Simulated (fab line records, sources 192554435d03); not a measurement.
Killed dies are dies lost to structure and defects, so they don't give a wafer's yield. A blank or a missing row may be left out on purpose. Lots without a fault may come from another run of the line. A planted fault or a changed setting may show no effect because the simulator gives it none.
fab line records | flow n5_finfet
record lots=12 wafers=35 last_day=20
route steps=1938 shown BEOL_M5@1182 BEOL_M6@1196 PASSIVATION@1936
lots that met no fault: from a run of the same line without faults
start_h: hours from the record's first day to the start of the lot's first wafer shown | wait_h: hours since the lot's step before | " the same as in the row above | L1.1+2: a row that stands for several wafers | - no value, or no start given | * or withheld: withheld | < > ~ a bound
route shown NAME@n: a module of which the file shows steps, and the number in the route of the first | usual: mean/standard deviation of fault-free wafers | same: alike in all rows | chamber/n: place in a boat | sites: the reading at each site | _std_site: their standard deviation | _edge_site: outer sites' mean less inner sites' | radius_mm: how far each site lies from the wafer's centre | mask NAME#n: copy n | behind: the tool/chamber that last shaped the wafer | hold: why the lot was held/for how many hours/how that ended | device: the transistor (n, p or np) that didn't switch | end of line: the same wafers' tests at the end of the route | a step without rows: its recipe alone | killed: dies lost to structure and defects at the first sort, not the wafer's yield | map: a wafer's dies, x killed, . not, _ none there
set.NAME: the setting as run; set.NAME@STEP: as run at that earlier step | model.NAME: the simulator's own value behind a step, which no gauge read
steps of the route over a sample of lots; a table a step, a row a wafer
services: from which hour (start_h, from the record's first day; less than 0 if before it) a tool's chamber was out of use, for how many hours, and why
## steps
# step N5_BEOL_M5_ANNEAL_89
# recipe temp_c=400 time_s=1800 ambient=vacuum
# usual heater_power_w=864/96
# columns lot.wafer tool chamber start_h wait_h heater_power_w
L403.2 pvd_sputter-02 - 199.56 0.0 790
L403.4 " - " " 993
L403.6 " - " " 803
L402.4 pvd_sputter-03 - 200.14 0.0 801
L402.5 " - " " 798
L402.6 " - " " 958
L404.1 pvd_sputter-01 - 207.45 0.0 939
L404.2 " - " " 946
L404.5 " - " " 961
L407.1 pvd_sputter-03 - 215.68 0.0 928
L407.2 " - " " 808
L407.6 " - " " 775
L406.2 pvd_sputter-01 - 226.81 0.0 859
L406.4 " - " " 940
L406.5 " - " " 840
L409.3 pvd_sputter-01 - 234.79 0.0 842
L409.4 " - " " 951
L409.5 " - " " 950
L408.1 pvd_sputter-02 - 245.89 0.0 775
L408.3 " - " " 659
L408.6 " - " " 796
L410.2 pvd_sputter-01 - 246.79 0.0 962
L410.3 " - " " 840
L410.5 " - " " 935
L413.2 pvd_sputter-02 - 253.85 0.0 998
L413.6 " - " " 1000
L423.2 pvd_sputter-02 - 314.01 0.0 999
L423.3 " - " " 661
L423.5 " - " " 1000
L424.1 pvd_sputter-02 - 343.64 0.0 819
L424.3 " - " " 679
L424.5 " - " " 819
L425.1 pvd_sputter-02 - 367.71 0.0 678
L425.2 " - " " 834
L425.3 " - " " 967
# step N5_BEOL_M5_CMP_52
# recipe stop_on=SiCOH_lowk t_overpolish_s=6.9 down_force_psi=1 platen_rpm=50 clearing_platen_down_force_psi=1.5 clearing_platen_rpm=50 post_cmp_clean=cu_alkaline target_thk_nm=62 clearing_platen_pad_velocity_m_s=0.99484 pad_velocity_m_s=0.99484
# usual barrier_field_endpoint_s=24.5/0.62 clearing_platen_down_force_psi=1.5002/0.003 motor_current_A=6.3/0.6 overpolish_run_s=6.899/0.0095 time_to_endpoint_s=62/3.4
# same t_overpolish_s=6.9
# columns lot.wafer tool chamber start_h wait_h barrier_field_endpoint_s clearing_platen_down_force_psi motor_current_A overpolish_run_s time_to_endpoint_s
L403.4 cmp-01 2 201.07 0.1 24.1 1.5020 6.1 6.897 59
L403.2 " 3 " " 23.4 1.4998 6.4 6.894 59
L403.6 " 2 " " 23.8 1.5027 6.2 6.895 58
L402.4 cmp-03 1 202.31 0.2 25.7 1.5032 5.9 6.895 68
L402.5 " 0 " " 24.7 1.5026 6.0 6.918 63
L402.6 " 1 " " 25.1 1.5055 5.7 6.898 65
L404.1 cmp-04 2 209.16 0.3 24.4 1.4989 6.4 6.903 61
L404.2 " 1 " " 23.8 1.4994 5.7 6.902 56
L404.5 " 2 " " 24.0 1.4963 6.1 6.926 60
L407.1 cmp-04 3 217.85 0.3 24.2 1.5003 5.8 6.883 61
L407.2 " 0 " " 23.8 1.5014 6.9 6.886 60
L407.6 " 3 " " 24.2 1.4970 6.0 6.897 60
L406.4 cmp-04 1 229.77 1.6 24.5 1.5024 5.6 6.902 57
L406.2 " 3 " " 24.2 1.5020 5.8 6.891 59
L406.5 " 1 " " 23.9 1.4960 6.0 6.896 55
L409.4 cmp-01 1 236.37 0.2 25.6 1.5019 6.2 6.891 69
L409.3 " 2 " " 24.0 1.4961 6.3 6.899 61
L409.5 " 0 " " 24.0 1.4976 7.6 6.900 60
L408.3 cmp-01 3 247.53 0.2 25.4 1.5034 6.1 6.898 67
L408.1 " 0 " " 23.9 1.5013 7.6 6.901 64
L408.6 " 3 " " 25.2 1.5032 6.4 6.896 65
L410.2 cmp-04 0 248.39 0.3 24.4 1.5000 7.0 6.912 64
L410.3 " 1 " " 23.6 1.4991 5.8 6.883 60
L410.5 " 3 " " 24.2 1.5038 6.1 6.904 62
L413.2 cmp-01 2 255.47 0.3 24.4 1.5051 5.9 6.890 66
L413.6 " 3 " " 25.4 1.4995 6.6 6.898 67
L423.2 cmp-04 1 315.51 0.2 23.6 1.4968 5.7 6.895 57
L423.3 " 0 " " 24.2 1.5051 6.9 6.889 63
L423.5 " 2 " " 24.1 1.4997 6.4 6.909 64
L424.1 cmp-04 3 345.26 0.3 25.0 1.4998 5.7 6.896 60
L424.3 " 0 " " 24.9 1.4961 7.2 6.900 59
L424.5 " 1 " " 24.2 1.5022 5.9 6.918 60
L425.2 cmp-03 2 369.23 0.2 24.1 1.5047 5.2 6.903 63
L425.3 " 3 " " 23.8 1.4998 6.0 6.910 58
L425.1 " 1 " " 24.6 1.4981 5.9 6.896 65
# step N5_BEOL_M5_CO_CAP_78
# recipe material=Co target_thk_a=20 temp_c=200 precursor=CCTBA/H2 pressure_torr=30 time_s=102.1
# usual heater_power_w=227/17 run_length_s=125.0/0.49
# columns lot.wafer tool chamber start_h wait_h heater_power_w run_length_s
L403.2 cvd_co-02 2 201.44 0.0 219 125.0
L403.4 " 2 " " 219 124.9
L403.6 " 1 " " 248 125.8
L402.4 cvd_co-02 2 202.68 0.0 224 125.2
L402.5 " 1 " " 255 125.0
L402.6 " 0 " " 239 124.7
L404.1 cvd_co-01 1 209.55 0.0 220 125.8
L404.2 " 2 " " 200 125.0
L404.5 " 1 " " 216 125.4
L407.1 cvd_co-01 1 218.23 0.0 217 125.2
L407.2 " 2 " " 195 125.1
L407.6 " 2 " " 195 124.7
L406.2 cvd_co-01 2 230.38 0.0 197 124.7
L406.4 " 1 " " 215 125.7
L406.5 " 2 " " 199 124.6
L409.3 cvd_co-01 1 236.66 0.0 216 125.5
L409.4 " 1 " " 214 125.4
L409.5 " 0 " " 216 124.4
L408.1 cvd_co-02 2 247.90 0.0 219 124.7
L408.3 " 0 " " 238 124.8
L408.6 " 0 " " 239 124.7
L410.2 cvd_co-02 0 248.69 0.0 236 124.9
L410.3 " 2 " " 224 125.1
L410.5 " 1 " " 249 125.4
L413.2 cvd_co-02 0 255.73 0.0 234 208.2
L413.6 " 0 " " 228 124.7
L423.2 cvd_co-01 2 315.91 0.0 201 124.6
L423.3 " 1 " " 220 126.0
L423.5 " 1 " " 216 125.5
L424.1 cvd_co-01 2 345.55 0.0 197 124.5
L424.3 " 0 " " 219 124.1
L424.5 " 1 " " 217 126.2
L425.1 cvd_co-02 1 369.60 0.0 237 125.5
L425.2 " 2 " " 218 124.7
L425.3 " 0 " " 234 124.7
# step N5_BEOL_M6_THK_MEAS_01
# recipe reads=SiCOH_lowk_of_BEOL_M6_ILD_DEP_00
# usual M6_ILD_THK=155.2/2.4
# columns lot.wafer tool chamber start_h wait_h M6_ILD_THK[nm]
L403.2 film_metro-02 - 202.26 0.4 155.3
L403.4 " - " " 159.4
L403.6 " - " " 156.1
L402.4 film_metro-02 - 203.47 0.2 158.0
L402.5 " - " " 158.3
L402.6 " - " " 158.6
L404.1 film_metro-01 - 210.43 0.4 154.3
L404.2 " - " " 154.6
L404.5 " - " " 156.8
L407.1 film_metro-02 - 219.09 0.4 155.2
L407.2 " - " " 154.8
L407.6 " - " " 154.2
L406.2 film_metro-01 - 231.25 0.4 152.9
L406.4 " - " " 156.2
L406.5 " - " " 156.0
L409.3 film_metro-01 - 237.52 0.3 154.2
L409.4 " - " " 156.2
L409.5 " - " " 156.1
L408.1 film_metro-02 - 248.82 0.4 155.7
L408.3 " - " " 155.5
L408.6 " - " " 157.3
L410.2 film_metro-01 - 249.51 0.4 149.7
L410.3 " - " " 152.5
L410.5 " - " " 152.2
L413.2 film_metro-01 - 257.03 0.7 154.8
L413.6 " - " " 159.1
L423.2 film_metro-02 - 316.78 0.4 149.8
L423.3 " - " " 153.0
L423.5 " - " " 152.7
L424.1 film_metro-01 - 346.37 0.4 152.0
L424.3 " - " " 152.9
L424.5 " - " " 156.5
L425.1 film_metro-02 - 370.42 0.4 157.1
L425.2 " - " " 156.5
L425.3 " - " " 157.8
# step N5_PASSIVATION_PROBE_49
# usual defect_limited_yield=91.1/1.4 killed_at_M0_to_M3=32/9.3 killed_at_M4_up=13/5.8 killed_at_contacts=12/6.3 killed_at_front_end=44/12 killed_at_other=3.6/2.7 killed_dies=104/17 killed_on_rim=14/3.9 killed_open=69/13 killed_short=34/6.9 sort_bin_5_function=5.2/0.98 sort_bin_6_memory=3.3/0.59 sort_bin_8_speed=0.01/0.039 sort_n_pass=1075/17
# same gross_dies=1180 killed_at_back_side=0 sort_bin_4_leakage[%]=0
# columns lot.wafer tool chamber start_h wait_h defect_limited_yield[%] killed_at_M0_to_M3 killed_at_M4_up killed_at_contacts killed_at_front_end killed_at_other killed_dies killed_on_rim killed_open killed_short sort_bin_5_function[%] sort_bin_6_memory[%] sort_bin_8_speed[%] sort_n_pass
L402.4 prober-01 - 288.09 0.2 90.2 35 11 10 54 6 116 21 64 43 5.9 3.1 0 1064
L402.5 prober-01 - 288.14 0.2 91.7 26 5 13 53 1 98 20 62 35 5.3 2.8 0 1082
L402.6 prober-01 - 288.19 0.3 91.7 39 12 11 32 4 98 11 70 28 4.7 3.5 0 1082
L403.2 prober-01 - 292.65 0.1 90.6 20 17 11 62 1 111 16 74 32 5.3 3.4 0 1069
L403.4 prober-01 - 292.75 0.2 91.0 33 11 6 54 2 106 14 67 38 5.8 3.1 0 1074
L403.6 prober-01 - 292.85 0.3 92.9 31 18 13 21 1 84 12 57 26 4.1 2.8 0 1096
L404.1 prober-02 - 301.94 0.0 90.1 21 18 24 47 7 117 18 84 32 6.5 3.1 0 1063
L404.2 prober-02 - 301.99 0.1 91.7 24 23 8 40 3 98 18 56 31 4.0 3.6 0 1082
L404.5 prober-02 - 302.14 0.2 91.5 27 15 13 38 7 100 12 71 28 5.8 2.5 0 1080
L407.1 prober-01 - 307.96 0.0 90.3 25 12 15 57 6 115 18 78 36 5.8 3.6 0 1065
L407.2 prober-01 - 308.01 0.1 92.8 18 8 6 52 1 85 15 62 22 4.2 2.9 0 1095
L407.6 prober-01 - 308.21 0.3 88.6 30 11 13 76 4 134 24 88 46 7.5 3.5 0 1046
L408.1 prober-01 - 336.53 0.0 89.1 35 12 9 71 2 129 18 88 40 6.8 3.6 0 1051
L408.3 prober-01 - 336.63 0.1 89.7 40 18 9 51 4 122 27 83 33 6.1 3.6 0 1058
L408.6 prober-01 - 336.78 0.3 91.0 28 18 8 49 3 106 14 70 35 4.4 4.0 0 1074
L413.2 prober-02 - 351.33 0.1 91.1 39 9 15 42 0 105 11 64 41 4.9 3.6 0 1075
L413.6 prober-02 - 351.53 0.3 92.4 41 4 4 37 4 90 9 56 34 4.6 2.9 0 1090
# killed by level:class
L402.4 FIN_SAQP:geometric_particle:open=14 BEOL_M0_SAQP:geometric_particle:short=10 MOL_CONTACT_COAG:geometric_particle:open=8 BEOL_M0_SAQP:geometric_particle:open=8 STI_FIN_REVEAL:geometric_particle:open=7 GATE_CUT:geometric_particle:short=7 FIN_SAQP:geometric_particle:short=6 BEOL_M1:geometric_particle:open=6
L402.5 FIN_SAQP:geometric_particle:short=18 FIN_SAQP:geometric_particle:open=14 BEOL_M1:geometric_particle:open=9 MOL_CONTACT_COAG:geometric_particle:open=9 STI_FIN_REVEAL:geometric_particle:open=6 BEOL_M0_SAQP:geometric_particle:open=6 STARTING-WAFER:geometric_particle:open=5 MOL_CONTACT_COAG:geometric_particle:short=4
L402.6 FIN_SAQP:geometric_particle:open=13 MOL_CONTACT_COAG:geometric_particle:open=10 BEOL_M1:geometric_particle:open=9 FIN_SAQP:geometric_particle:short=8 BEOL_M3:geometric_particle:open=6 BEOL_M0_SAQP:geometric_particle:open=5 BEOL_M0:geometric_particle:open=5 BEOL_M1:geometric_particle:short=4
L403.2 FIN_SAQP:geometric_particle:open=20 BEOL_M4:geometric_particle:open=11 FIN_SAQP:geometric_particle:short=9 MOL_CONTACT_COAG:geometric_particle:open=8 STI_FIN_REVEAL:geometric_particle:open=5 DUMMY_GATE:geometric_particle:open=4 BEOL_M0_SAQP:geometric_particle:open=4 HKMG_FIN:area_etch=4
L403.4 FIN_SAQP:geometric_particle:short=14 STI_FIN_REVEAL:geometric_particle:open=11 FIN_SAQP:geometric_particle:open=9 BEOL_M3:geometric_particle:open=9 BEOL_M0_SAQP:geometric_particle:open=7 MOL_CONTACT_COAG:geometric_particle:open=5 STARTING-WAFER:geometric_particle:open=5 GATE_CUT:geometric_particle:short=4
L403.6 MOL_CONTACT_COAG:geometric_particle:open=10 BEOL_M3:geometric_particle:open=8 BEOL_M4:geometric_particle:open=7 BEOL_M0_SAQP:geometric_particle:open=5 STI_FIN_REVEAL:geometric_particle:open=4 GATE_CUT:geometric_particle:short=4 BEOL_M0:geometric_particle:short=4 BEOL_M7:geometric_particle:open=4
L404.1 MOL_CONTACT_COAG:geometric_particle:open=19 FIN_SAQP:geometric_particle:open=13 BEOL_M4:geometric_particle:open=10 FIN_SAQP:geometric_particle:short=8 STI_FIN_REVEAL:geometric_particle:open=8 BEOL_M0_SAQP:geometric_particle:open=6 MOL_CONTACT_COAG:geometric_particle:short=5 BEOL_M0_SAQP:geometric_particle:short=5
L404.2 BEOL_M4:geometric_particle:open=13 MOL_CONTACT_COAG:geometric_particle:open=8 BEOL_M0_SAQP:geometric_particle:open=8 HKMG_FIN:area_etch=8 FIN_SAQP:geometric_particle:short=6 GATE_CUT:geometric_particle:short=6 FIN_SAQP:geometric_particle:open=5 BEOL_M0_SAQP:geometric_particle:short=5
L404.5 FIN_SAQP:geometric_particle:open=15 MOL_CONTACT_COAG:geometric_particle:open=12 BEOL_M3:geometric_particle:open=8 FIN_SAQP:geometric_particle:short=7 STI_FIN_REVEAL:geometric_particle:open=7 BEOL_M0_SAQP:geometric_particle:short=7 BEOL_M4:geometric_particle:open=5 BEOL_M4:geometric_particle:short=4
L407.1 STI_FIN_REVEAL:geometric_particle:open=32 MOL_CONTACT_COAG:geometric_particle:open=11 STI_FIN_REVEAL:geometric_particle:short=9 BEOL_M0_SAQP:geometric_particle:open=7 BEOL_M2:geometric_particle:open=7 BEOL_M0_SAQP:geometric_particle:short=6 GATE_CUT:geometric_particle:short=4 MOL_CONTACT_COAG:geometric_particle:short=4
L407.2 STI_FIN_REVEAL:geometric_particle:open=17 GATE_CUT:geometric_particle:short=7 GATE_CUT:geometric_particle:open=7 MOL_CONTACT_COAG:geometric_particle:open=6 BEOL_M0:geometric_particle:open=5 BEOL_M2:geometric_particle:open=5 FIN_SAQP:geometric_particle:short=4 DUMMY_GATE:geometric_particle:open=4
L407.6 STI_FIN_REVEAL:geometric_particle:open=27 GATE_CUT:geometric_particle:short=12 BEOL_M2:geometric_particle:open=10 MOL_CONTACT_COAG:geometric_particle:open=8 GATE_CUT:geometric_particle:open=7 BEOL_M0_SAQP:geometric_particle:short=6 FIN_SAQP:geometric_particle:short=5 FIN_SAQP:geometric_particle:open=5
L408.1 FIN_SAQP:geometric_particle:open=18 STI_FIN_REVEAL:geometric_particle:open=16 FIN_SAQP:geometric_particle:short=13 BEOL_M1:geometric_particle:open=9 BEOL_M4:geometric_particle:open=9 MOL_CONTACT_COAG:geometric_particle:open=8 BEOL_M2:geometric_particle:short=7 BEOL_M2:geometric_particle:open=5
L408.3 STI_FIN_REVEAL:geometric_particle:open=23 BEOL_M0_SAQP:geometric_particle:short=11 BEOL_M4:geometric_particle:open=10 FIN_SAQP:geometric_particle:open=8 MOL_CONTACT_COAG:geometric_particle:open=8 BEOL_M1:geometric_particle:open=8 BEOL_M0_SAQP:geometric_particle:open=7 BEOL_M2:geometric_particle:open=5
L408.6 STI_FIN_REVEAL:geometric_particle:open=13 DUMMY_GATE:geometric_particle:open=11 BEOL_M2:geometric_particle:open=7 BEOL_M5:geometric_particle:open=7 GATE_CUT:geometric_particle:short=7 BEOL_M1:geometric_particle:open=6 MOL_CONTACT_COAG:geometric_particle:short=5 BEOL_M0_SAQP:geometric_particle:short=5
L413.2 FIN_SAQP:geometric_particle:short=19 MOL_CONTACT_COAG:geometric_particle:open=14 BEOL_M0_SAQP:geometric_particle:open=13 BEOL_M0_SAQP:geometric_particle:short=10 FIN_SAQP:geometric_particle:open=8 BEOL_M3:geometric_particle:open=6 BEOL_M1:geometric_particle:open=5 DUMMY_GATE:geometric_particle:open=4
L413.6 BEOL_M3:geometric_particle:open=11 BEOL_M2:geometric_particle:open=10 SPACER0:geometric_particle:short=7 BEOL_M0_SAQP:geometric_particle:open=7 BEOL_M0_SAQP:geometric_particle:short=6 FIN_SAQP:geometric_particle:short=5 FIN_SAQP:geometric_particle:open=4 DUMMY_GATE:geometric_particle:open=4
## services
# columns tool chamber start_h hours kind
cmp-03 - 185.38 1.5 repair
cvd_co-01 0 186.88 23.8 repair
cmp-03 - 190.72 0.2 repair
cmp-03 - 210.84 0.7 repair
cvd_co-02 - 222.41 14.6 pm
cmp-03 - 224.37 63.0 repair
cmp-01 - 231.26 4.0 pm
cmp-01 - 235.26 - consumable_replace:conditioner
cmp-01 - 235.26 - consumable_replace:pad
cmp-01 - 258.05 0.7 repair
cvd_co-01 0 273.32 15.6 repair
cmp-01 - 274.28 3.0 repair
cvd_co-01 1 288.80 24.4 repair
cmp-04 - 290.14 1.1 repair
cvd_co-01 0 293.30 39.6 repair
pvd_sputter-02 - 301.83 7.9 repair
cvd_co-02 - 309.43 2.8 pm
cvd_co-02 1 333.33 - clean
cvd_co-02 1 333.33 22.0 scheduled_down
cvd_co-02 1 333.33 22.0 vent_cycle
cmp-04 - 350.39 1.1 repair
## key
first_sign step=N5_BEOL_M5_CO_CAP_78 reading=run_length_s direction=up sigmas=99+ usual=* struck=*
effect none on later readings
met_at N5_BEOL_M5_CO_CAP_78
struck_lots L413
struck_wafers L413.2
not_acting_at N5_BEOL_M5_ANNEAL_89,N5_BEOL_M5_CMP_52,N5_BEOL_M6_THK_MEAS_01
onset_between 248.69 255.73
fault kind=process_parameter_drift tool=cvd_co-02 chamber=- onset_h=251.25 steps=N5_BEOL_M5_CO_CAP_78 channel=time_s offset=* shape=step end_h=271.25 scope=struck_wafers_only acts_in=* stated=*
